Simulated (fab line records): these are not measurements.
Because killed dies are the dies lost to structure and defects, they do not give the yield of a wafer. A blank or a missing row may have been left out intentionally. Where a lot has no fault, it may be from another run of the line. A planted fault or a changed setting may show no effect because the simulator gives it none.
Struck lot and sound lot, side by side	flow n5 finfet	30 steps out of a route of 1938
Sound: wafers L912.2, L912.3, L912.5. The struck wafers were L901.1, L901.2, L901.6. At the end, the cause is stated.
At each step with rows: each side's tool, then ch and its chambers, then its first start. Under that, the readings that differ: sound wafers	struck wafers	difference of the means	sigmas: that difference in standard deviations of wafers without a fault.
alike: readings with means less than 2 such deviations apart, plus words and numbers identical on both sides. not compared: withheld readings, readings lacking a value on some wafer, bounds such as >300 that could conceal the same value, and numbers that have no deviation in the record and whose values overlap.
Wherever a step has rows on one side only, a row that says differs or no value, or a row with sigmas, the two part there. Numbers that have no deviation but don't overlap get no sigmas and don't part them. A reading missing from all wafers of one side parts the sides only when that side holds two or more wafers.

first, 9 steps without rows for these wafers: N5_BEOL_M4_DESCUM_16 (chemistry O2, time 7 s); N5_BEOL_M4_ETCH_74 (etches underlayer in N2/H2, target depth 6.5 nm, time 5.2 s); N5_BEOL_M4_ETCH_63 (etches SiARC in CF4, target depth 15.6 nm, time 26 s); N5_BEOL_M4_ETCH_64 (etches SOC in N2/H2, target depth 75 nm, overetch 22.5 nm, time 121.9 s); N5_BEOL_M4_STRIP_65 (strips in N2/H2); N5_BEOL_M4_STRIP_75 (strips in N2/H2); N5_BEOL_M4_STRIP_66 (strips in CF4); N5_BEOL_M4_HM_OPEN_17 (chemistry Cl2/BCl3, target TiN, target depth 20 nm, overetch 6 nm); N5_BEOL_M4_STRIP_19 (strips in O2).
N5_BEOL_M4_COAT_67: time 60 s, resist thk 60 nm.
  sound on litho track-05 ch 0, day 13 05:42; struck on litho track-05 ch 0, day 10 04:23
reading	sound	struck	difference	sigmas
spin speed rpm (rpm)	1499.1 1501.5 1502.0	1627.0 1626.4 1626.3	+125.7	+99 or more
model.SOC_of_BEOL_M4_COAT_67.thk nm (nm)	60.2 60 60.2	58 58 58	-2	
then, 13 steps without rows for these wafers: N5_BEOL_M4_COAT_68 (time 60 s, resist thk 12 nm); N5_BEOL_M4_COAT_76 (time 60 s, resist thk 5 nm); N5_BEOL_M4_COAT_22 (resist thk 30 nm); N5_BEOL_M4_EBR_24; N5_BEOL_M4_SOFTBAKE_23 (time 60 s); N5_BEOL_M4_EXPOSE_25 (exposes mask V3, defocus 5 nm); N5_BEOL_M4_PEB_26 (peb time 60 s); N5_BEOL_M4_DEVELOP_27 (develop time 30 s); N5_BEOL_M4_DESCUM_33 (chemistry O2, time 7 s); N5_BEOL_M4_ETCH_77 (etches underlayer in N2/H2, target depth 6.5 nm, time 5.2 s); N5_BEOL_M4_ETCH_69 (etches SiARC in CF4, target depth 15.6 nm, time 26 s); N5_BEOL_M4_ALD_98 (deposits SiO2, target thk 2.5 nm, pulse time 1 s, co reactant pulse time 1 s); N5_BEOL_M4_ETCHBACK_99 (etches SiO2 in CHF3, target depth 5 nm, time 10.4 s).
N5_BEOL_M4_ETCH_70: etches SOC in N2/H2, target depth 80 nm, overetch 24 nm, time 130 s.
  sound on rie diel-04 ch 0,2,3, day 13 10:35; struck on rie diel-04 ch 1,3, day 10 05:26
reading	sound	struck	difference	sigmas
model.etch.depth nm (nm)	60.21 59.98 60.17	58.01 57.9 57.91	-2.18	
  alike: bias w, drypump motor current A, oes product au, rf vpp V, showerhead plenum p Torr, throttle valve pct
  not compared: rf hours counter h
then, 2 steps without rows for these wafers: N5_BEOL_M4_STRIP_71 (strips in N2/H2); N5_BEOL_M4_STRIP_78 (strips in N2/H2).
N5_BEOL_M4_VIA_ETCH_34: etches the open film in C4F6/O2, target depth 69.4 nm, time 65.9 s.
  sound on rie diel-04 ch 0,2,3, day 13 10:41; struck on rie diel-04 ch 1,3, day 10 05:32
reading	sound	struck	difference	sigmas
model.SOC_of_BEOL_M4_COAT_67.thk nm (nm)	52 51.8 52.2	49.6 49.8 49.8	-2.3	
  alike: bias w, drypump motor current A, oes_ar_750_au, oes_o_777_au, oes product au, rf vpp V, showerhead plenum p Torr, throttle valve pct
  not compared: rf hours counter h
then, 1 step without rows for these wafers: N5_BEOL_M4_STRIP_83 (strips in C4F6/O2).
N5_BEOL_M4_RC_MEAS_101:
  sound on prober-01 ch 0, day 13 14:56; struck on prober-01 ch 0, day 10 09:34
  alike: DIBL_N, DIBL_P, IOFF_N, IOFF_P, ION_N, ION_P, SS_N, SS_P, VT_N, VT_P
N5_PASSIVATION_PROBE_49:
  the record has rows for the sound wafers here (prober-01, day 18 02:28) and none for the struck ones

## WHERE THEY PART
Last at N5_PASSIVATION_PROBE_49 as far as this record goes, first at N5_BEOL_M4_COAT_67.

WHY: the cause the simulator had injected
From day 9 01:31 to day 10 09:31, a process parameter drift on litho track-05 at N5_BEOL_M4_COAT_67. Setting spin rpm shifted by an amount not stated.
